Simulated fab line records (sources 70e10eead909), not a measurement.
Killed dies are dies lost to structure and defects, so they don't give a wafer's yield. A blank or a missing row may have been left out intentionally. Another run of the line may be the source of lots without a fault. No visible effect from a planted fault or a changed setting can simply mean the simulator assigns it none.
fab line records	flow nand-harc
record lots=6	wafers=18	last-day=33
route steps=1302 shown A_SGD_CUT@918 A_SLIT@922 END@1302
lots with no fault: from the same line, run without faults
start-h: start of the lot's first displayed wafer, in hours after the record's first day	wait-h: hours elapsed since this lot's preceding step	" unchanged from the row above	L1.1+2: one row covering several wafers at once	- no value, or no start was given	* or withheld: withheld	< > ~ a bound
route shown NAME@n: NAME is a module with steps in the file, n the number in the route of the first one	usual: average and standard deviation across the fault-free wafers	same: alike in all rows	chamber/n: place in a boat	sites: per-site readings	_std_site: standard deviation across them	_edge_site: mean of outer sites minus mean of inner sites	radius-mm: for every site, how far away it sits from the centre of the wafer	mask NAME#n: copy n	behind: the tool/chamber that last shaped the wafer	hold: what put the lot on hold/how long, in hours/how the hold closed	device: the transistor (n, p or np) that didn't switch	end of line: the tests these same wafers got at the end of their route	for a step that has no rows: nothing shown but its recipe	killed: dies lost to structure and defects at the first sort, not the wafer's yield	map: a wafer's dies, marking killed ones x, the rest . and places with no die _
set.NAME: the run value of the setting; set.NAME@STEP: its run value at that earlier step	model.NAME: the simulator's own value behind a step, which no gauge read
lots seen at some steps along the route; tables by step, rows by wafer
services: a tool's chamber out of use, with start hour (start-h, from the record's first day; less than 0 if before it), hours out, and reason
## steps
# step NHARC_A_SGD_CUT_ETCH_26
# recipe target-depth-a=458	chemistry=dHF	material=SiO2
# step NHARC_A_SGD_CUT_ETCHBACK_24
# recipe target-depth-a=500	over-etch-frac=0.3	time-s=92.857	ion-energy-ev=120	ch3f-flow-sccm=50	o2-flow-sccm=30	ar-flow-sccm=200	rf-w=500	bias-w=100	chemistry=CH3F/O2
# usual drypump-motor-current-A=5.53/0.26	mfc-ar-sccm=200.0/0.61	oes-product-au=0.98/0.035	rf-vpp-V=244.0/1.5	showerhead-plenum-p-Torr=2.43/0.096	throttle-valve-pct=20.664/0.0098
# same time-s=92.857
lot.wafer	tool	chamber	start-h	wait-h	drypump-motor-current-A	mfc-ar-sccm	oes-product-au	rf-hours-counter-h	rf-vpp-V	showerhead-plenum-p-Torr	throttle-valve-pct
L971.4	rie-diel-02	2	491.48	0.1	5.95	200.0	1.00	8.7	242.7	2.35	20.666
L971.1	"	1	"	"	5.52	200.1	1.01	7.8	245.6	2.55	20.662
L971.5	"	2	"	"	5.93	200.9	1.00	-	242.6	2.35	20.668
L974.3	rie-diel-03	3	526.31	0.2	5.35	200.7	0.99	2.9	242.6	2.38	20.647
L974.2	"	1	"	"	5.70	200.1	1.01	2.9	242.9	2.44	20.659
L974.5	"	3	"	"	5.38	200.6	0.99	-	242.9	2.38	20.671
L976.3	rie-diel-03	2	550.65	0.2	5.71	200.9	0.99	4.6	243.3	2.39	20.651
L976.4	"	3	"	"	5.34	199.1	0.98	-	242.7	2.38	20.669
L976.5	"	2	"	"	5.72	201.3	1.00	-	243.6	2.39	20.652
L978.1	rie-diel-08	2	583.79	0.2	5.73	199.6	0.95	2.2	244.2	2.47	20.666
L978.4	"	3	"	"	6.16	201.7	0.93	2.5	244.2	2.38	20.662
L978.6	"	1	"	"	5.38	200.0	0.90	-	244.1	2.32	20.655
L986.1	rie-diel-08	0	645.28	0.1	5.34	199.8	1.01	4.8	243.1	2.38	20.659
L986.2	"	1	"	"	5.41	199.9	0.91	5.2	241.7	2.31	20.652
L986.3	"	3	"	"	6.17	199.6	0.92	6.3	244.5	2.38	20.647
L989.2	rie-diel-03	0	674.43	0.2	5.35	200.4	0.98	1.6	248.6	2.62	20.647
L989.1	"	2	"	"	5.70	200.0	0.96	2.0	242.8	2.38	20.663
L989.6	"	0	"	"	5.33	198.9	0.98	-	246.6	2.62	20.658
# step NHARC_A_SGD_CUT_STRIP_28
# recipe time-s=20	o2-flow-sccm=500	ar-flow-sccm=0	bias-w=0	chemistry=O2
# usual drypump-motor-current-A=5.56/0.26	mfc-ar-sccm=0.007/0.011	oes-product-au=1.000/0.014	rf-vpp-V=57.8/0.93	showerhead-plenum-p-Torr=3.49/0.13	throttle-valve-pct=17.037/0.0098
# same time-s=20
lot.wafer	tool	chamber	start-h	wait-h	drypump-motor-current-A	mfc-ar-sccm	oes-product-au	rf-hours-counter-h	rf-vpp-V	showerhead-plenum-p-Torr	throttle-valve-pct
L971.1	rie-diel-02	0	-	-	5.10	0	1.016	6.2	58.5	3.31	17.030
L971.4	"	3	"	"	5.38	0.002	1.012	8.1	58.7	3.58	17.048
L971.5	"	0	"	"	5.11	0	1.018	-	57.7	3.31	17.060
L974.2	rie-diel-03	3	-	-	5.38	0	0.984	2.9	57.3	3.42	17.015
L974.3	"	0	"	"	5.37	0	0.991	2.8	57.4	3.75	17.018
L974.5	"	3	"	"	5.36	0	0.989	-	58.0	3.42	17.040
L976.3	rie-diel-03	2	550.78	0.1	5.69	0	0.985	4.6	57.4	3.43	17.034
L976.4	"	2	"	"	5.69	0	0.986	-	58.4	3.43	17.030
L976.5	"	3	"	"	5.37	0	0.990	-	59.5	3.42	17.045
L978.1	rie-diel-08	0	-	-	5.34	0	1.021	2.1	58.1	3.42	17.036
L978.4	"	2	"	"	5.71	0.019	1.004	2.3	57.0	3.54	17.030
L978.6	"	1	"	"	5.43	0.012	0.965	-	56.4	3.33	17.036
L986.1	rie-diel-08	0	-	-	5.34	0	1.012	4.8	57.8	3.42	17.022
L986.2	"	1	"	"	5.45	0.012	0.985	5.3	57.1	3.33	17.042
L986.3	"	2	"	"	5.74	0.019	1.021	5.6	58.5	3.54	17.051
L989.1	rie-diel-03	2	-	-	5.69	0	0.999	2.0	56.8	3.42	17.044
L989.2	"	3	"	"	5.37	0	1.006	1.5	56.5	3.42	17.046
L989.6	"	0	"	"	5.37	0	0.999	-	61.2	3.75	17.052
# step NHARC_A_SGD_CUT_INSPECT_25
# usual raw-defect-count=391/88
lot.wafer	tool	chamber	start-h	wait-h	raw-defect-count
L971.1	defect-inspect-02	-	491.73	-	301
L971.4	"	-	"	"	500
L971.5	"	-	"	"	304
L974.2	defect-inspect-01	-	526.54	-	376
L974.3	"	-	"	"	303
L974.5	"	-	"	"	387
L976.3	defect-inspect-02	-	550.89	-	356
L976.4	"	-	"	"	463
L976.5	"	-	"	"	481
L978.1	defect-inspect-02	-	584.02	-	284
L978.4	"	-	"	"	332
L978.6	"	-	"	"	335
L986.1	defect-inspect-01	-	645.52	-	335
L986.2	"	-	"	"	379
L986.3	"	-	"	"	307
L989.1	defect-inspect-02	-	674.66	-	417
L989.2	"	-	"	"	490
L989.6	"	-	"	"	357
# step NHARC_A_SLIT_DEP_25
# recipe target-thk-a=2000	temp-c=400	pressure-torr=6.5	rf-w=900	teos-flow-sccm=161.4	flow-sccm=2650	target-thk-nm=200	gas=O2	material=SiO2
# usual heater-power-w=622/130	throttle-valve-pct=16.2/0.62
lot.wafer	tool	chamber	start-h	wait-h	heater-power-w	throttle-valve-pct
L971.1	pecvd-04	2	491.79	0.1	386	15.9
L971.4	"	2	"	"	407	15.9
L971.5	"	1	"	"	668	15.5
L974.2	pecvd-01	2	526.60	0.1	817	15.6
L974.3	"	1	"	"	569	17.2
L974.5	"	0	"	"	466	15.8
L976.3	pecvd-01	2	550.95	0.1	698	15.4
L976.5	"	2	"	"	702	15.6
L976.4	"	0	"	"	421	15.6
L978.1	pecvd-01	2	584.08	0.1	739	15.7
L978.4	"	2	"	"	752	15.7
L978.6	"	1	"	"	589	17.0
L986.3	pecvd-01	2	645.59	0.1	632	15.6
L986.1	"	0	"	"	514	15.9
L986.2	"	1	"	"	630	17.3
L989.2	pecvd-03	0	674.77	0.1	474	17.5
L989.1	"	1	"	"	841	15.9
L989.6	"	1	"	"	839	16.1
# step NHARC_A_SLIT_DEP_00
# recipe target-thk-a=62000	temp-c=400	material=aC
# usual throttle-valve-pct=35.001/0.0086
lot.wafer	tool	chamber	start-h	wait-h	throttle-valve-pct
L971.1	acl-dep-01	0	492.31	-	34.999
L971.4	"	0	494.21	-	34.997
L971.5	"	0	"	"	34.991
L974.2	acl-dep-03	0	527.57	-	35.005
L974.3	"	0	"	"	35.002
L974.5	"	0	529.43	-	35.002
L976.3	acl-dep-02	0	553.58	-	34.995
L976.4	"	0	"	"	34.990
L976.5	"	0	"	"	34.988
L978.1	acl-dep-02	0	584.42	-	34.999
L978.4	"	0	586.30	-	35.013
L978.6	"	0	587.55	-	34.994
L986.1	acl-dep-03	0	647.89	-	35.005
L986.2	"	0	"	"	35.001
L986.3	"	0	"	"	34.987
L989.1	acl-dep-01	0	678.79	-	35.002
L989.2	"	0	"	"	34.992
L989.6	"	0	681.88	-	35.007
# step NHARC_A_SLIT_DEP_23
# recipe target-thk-a=1000	target-thk-nm=100	temp-c=400	pressure-torr=3.5	flow-sccm=200	rf-w=350	material=SiON
# usual heater-power-w=802/130
lot.wafer	tool	chamber	start-h	wait-h	heater-power-w
L971.1	pecvd-04	0	496.18	3.2	739
L971.4	"	1	"	"	815
L971.5	"	0	"	"	736
L974.2	pecvd-01	0	530.70	2.5	672
L974.3	"	1	"	"	771
L974.5	"	1	"	"	768
L976.3	pecvd-01	0	556.17	2.0	732
L976.5	"	1	"	"	873
L976.4	"	0	"	"	735
L978.1	pecvd-04	0	588.25	3.2	670
L978.4	"	2	"	"	544
L978.6	"	0	"	"	695
L986.2	pecvd-01	2	651.67	2.5	867
L986.3	"	0	"	"	732
L986.1	"	1	"	"	887
L989.1	pecvd-03	2	682.55	3.1	954
L989.2	"	0	"	"	674
L989.6	"	0	"	"	683
# step NHARC_A_SLIT_DEHYDRATE_01
# recipe temp-c=150	time-s=120
# step NHARC_A_SLIT_HMDS_02
# recipe time-s=30
# step NHARC_A_SLIT_COAT_03
# recipe spin-rpm=1500	resist-thk-nm=90
# step NHARC_A_SLIT_SOFTBAKE_04
# recipe temp-c=105	time-s=55
# step NHARC_A_SLIT_EBR_05
# step NHARC_A_SLIT_EXPOSE_06
# recipe na=1.35	dose-mj=60.82	mask-id=SLIT
# usual exposure-dose-mJ-cm2=60.77/0.064
lot.wafer	tool	chamber	start-h	wait-h	mask	exposure-dose-mJ-cm2
L971.1	arfi-scanner-02	0	496.66	-	SLIT#0	60.77
L971.4	"	0	"	"	SLIT#0	60.72
L971.5	"	0	"	"	SLIT#0	60.85
L974.2	arfi-scanner-03	0	531.11	-	SLIT#0	60.84
L974.3	"	0	"	"	SLIT#0	60.90
L974.5	"	0	"	"	SLIT#0	60.91
L976.3	arfi-scanner-01	0	556.66	-	SLIT#0	60.83
L976.4	"	0	"	"	SLIT#0	60.72
L976.5	"	0	"	"	SLIT#0	60.78
L978.1	arfi-scanner-02	0	588.73	-	SLIT#0	60.74
L978.4	"	0	"	"	SLIT#0	60.86
L978.6	"	0	"	"	SLIT#0	60.78
L986.1	arfi-scanner-02	0	652.21	-	SLIT#0	61.92
L986.2	"	0	"	"	SLIT#0	61.90
L986.3	"	0	"	"	SLIT#0	62.00
L989.1	arfi-scanner-02	0	683.06	-	SLIT#0	61.68
L989.2	"	0	"	"	SLIT#0	61.64
L989.6	"	0	"	"	SLIT#0	61.66
# step NHARC_A_SLIT_PEB_07
# recipe peb-temp-c=100	peb-time-s=65
# step NHARC_END_SORT_01
# recipe temp-c=25
# usual killed-at-array=59/21	killed-at-other=0.8/1.1	killed-at-periphery=4.1/2.8	killed-dies=64/20	killed-open=3.1/1.7	killed-short=2.4/1.6
# same gross-dies=677
lot.wafer	tool	chamber	start-h	wait-h	killed-at-array	killed-at-other	killed-at-periphery	killed-dies	killed-open	killed-short
L971.1	prober-02	0	609.24	2.5	89	0	2	91	1	2
L971.4	prober-02	0	611.62	3.4	87	2	2	91	1	3
L971.5	prober-02	0	612.41	3.7	88	0	3	91	4	3
L978.1	prober-02	0	704.00	2.5	69	0	7	76	6	4
L978.4	prober-02	0	706.38	3.4	64	0	3	67	2	1
L978.6	prober-02	0	707.96	4.0	57	0	4	61	2	0
L986.1	prober-01	0	771.16	2.5	68	3	2	73	3	2
L986.2	prober-01	0	771.99	2.8	79	4	3	86	4	4
L986.3	prober-01	0	772.81	3.1	78	1	2	81	3	3
# killed by level:class
L971.1 A_CHANNEL_HOLE_D1:chamber-film-flake=31 A_SLIT:chamber-film-flake=25 A_CHANNEL_HOLE_D2:chamber-film-flake=14 A_CONTACT:chamber-film-flake=7 A_ZERO_WELL:chamber-film-flake=3 A_CHANNEL_FILL_D1:chamber-film-flake=3 A_M1:chamber-film-flake=3 P_M0:geometric-particle:open=1
L971.4 A_CHANNEL_HOLE_D1:chamber-film-flake=36 A_SLIT:chamber-film-flake=24 A_CHANNEL_HOLE_D2:chamber-film-flake=11 A_CONTACT:chamber-film-flake=6 A_CHANNEL_FILL_D1:chamber-film-flake=2 THIN_TSV:chamber-film-flake=2 A_SOURCE_PLATE:geometric-particle:short=1 A_DECK1_JOINT:chamber-film-flake=1
L971.5 A_CHANNEL_HOLE_D1:chamber-film-flake=33 A_SLIT:chamber-film-flake=25 A_CHANNEL_HOLE_D2:chamber-film-flake=10 A_ZERO_WELL:chamber-film-flake=5 A_CONTACT:chamber-film-flake=4 A_CHANNEL_FILL_D1:chamber-film-flake=3 A_ONON_D2:geometric-particle:open=2 A_M1:chamber-film-flake=2
L978.1 A_CHANNEL_HOLE_D1:chamber-film-flake=32 A_SLIT:chamber-film-flake=24 P_M2:chamber-film-flake=3 A_DECK1_JOINT:chamber-film-flake=2 A_STAIRCASE:chamber-film-flake=2 A_SGD_CUT:chamber-film-flake=2 P_GATE:geometric-particle:short=1 P_CONTACT:geometric-particle:open=1
L978.4 A_SLIT:chamber-film-flake=33 A_CHANNEL_HOLE_D1:chamber-film-flake=25 A_SGD_CUT:chamber-film-flake=2 A_CONTACT:chamber-film-flake=2 P_CONTACT:geometric-particle:short=1 P_CONTACT:geometric-particle:open=1 A_CONTACT:geometric-particle:open=1 P_M2:chamber-film-flake=1
L978.6 A_SLIT:chamber-film-flake=30 A_CHANNEL_HOLE_D1:chamber-film-flake=21 P_M2:chamber-film-flake=4 A_CONTACT:chamber-film-flake=2 A_CHANNEL_FILL_D1:geometric-particle:open=1 A_DECK1_JOINT:geometric-particle:open=1 A_ZERO_WELL:chamber-film-flake=1 A_STAIRCASE:chamber-film-flake=1
L986.1 A_SLIT:chamber-film-flake=35 A_CHANNEL_HOLE_D2:chamber-film-flake=20 A_CHANNEL_HOLE_D1:chamber-film-flake=6 THIN_TSV:chamber-film-flake=3 P_CONTACT:geometric-particle:open=1 A_ONON_D1:geometric-particle:open=1 A_DECK1_JOINT:geometric-particle:open=1 A_ONON_D2:geometric-particle:short=1
L986.2 A_CHANNEL_HOLE_D2:chamber-film-flake=38 A_SLIT:chamber-film-flake=23 A_CHANNEL_HOLE_D1:chamber-film-flake=7 A_STAIRCASE:chamber-film-flake=3 THIN_TSV:chamber-film-flake=3 A_CHANNEL_FILL_D2:geometric-particle:short=2 A_ONON_D1:geometric-particle:open=1 A_CHANNEL_FILL_D1:geometric-particle:open=1
L986.3 A_SLIT:chamber-film-flake=39 A_CHANNEL_HOLE_D2:chamber-film-flake=24 A_CHANNEL_HOLE_D1:chamber-film-flake=6 A_WL_FILL:chamber-film-flake=2 P_CONTACT:geometric-particle:short=1 P_M0:geometric-particle:open=1 A_ONON_D1:geometric-particle:open=1 A_CHANNEL_HOLE_D1:geometric-particle:short=1
## services
tool	chamber	start-h	hours	kind
rie-diel-03	3	478.72	1.2	repair
arfi-scanner-02	-	484.00	4.0	pm
acl-dep-03	-	484.50	13.0	pm
pecvd-01	-	492.37	13.0	pm
rie-diel-02	3	509.23	5.1	repair
rie-diel-03	1	544.27	16.6	repair
rie-diel-08	-	545.01	9.0	pm
arfi-scanner-02	-	546.19	18.6	repair
pecvd-03	-	547.48	13.0	pm
rie-diel-03	0	554.45	7.0	repair
acl-dep-01	-	556.74	13.0	pm
arfi-scanner-02	-	578.93	2.6	repair
rie-diel-08	2	615.10	3.7	repair
pecvd-01	0	630.66	4.1	repair
pecvd-04	-	631.20	13.0	pm
rie-diel-08	0	633.15	6.3	repair
rie-diel-03	-	635.30	9.0	pm
arfi-scanner-02	-	645.15	0.9	repair
arfi-scanner-02	-	656.00	4.0	pm
arfi-scanner-02	-	660.05	1.0	repair
pecvd-01	1	661.64	10.1	repair
rie-diel-03	1	661.66	5.8	repair
pecvd-01	-	673.37	13.0	pm
rie-diel-03	2	680.96	5.1	repair
## key
first-sign step=NHARC_A_SLIT_EXPOSE_06	reading=exposure-dose-mJ-cm2	direction=up	sigmas=16	usual=60.77	struck=61.80
effect none on later readings
met-at NHARC_A_SLIT_EXPOSE_06
struck-wafers L986.1,L986.2,L986.3,L989.1,L989.2,L989.6
tester-left-out L986,L989
loop-trim step=NHARC_A_SLIT_EXPOSE_06	setting=dose	lots=L989
onset-between 588.73 652.21
fault kind=process-parameter-drift	tool=arfi-scanner-02	chamber=-	onset-h=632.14	steps=NHARC_A_SLIT_EXPOSE_06	channel=dose-mj	offset=1.2405	shape=step	acts-in=these-recipes-only	stated=60.82
# tester-left-out: of these lots the tester's yield and bins aren't shown, on N5 and GAA mostly nor the transistor test; their killed dies are dies lost to structure and defects alone, not to doping, threshold or leakage, so they don't give the yield
# loop-trim: a control loop set the setting to another value than it would have without faults
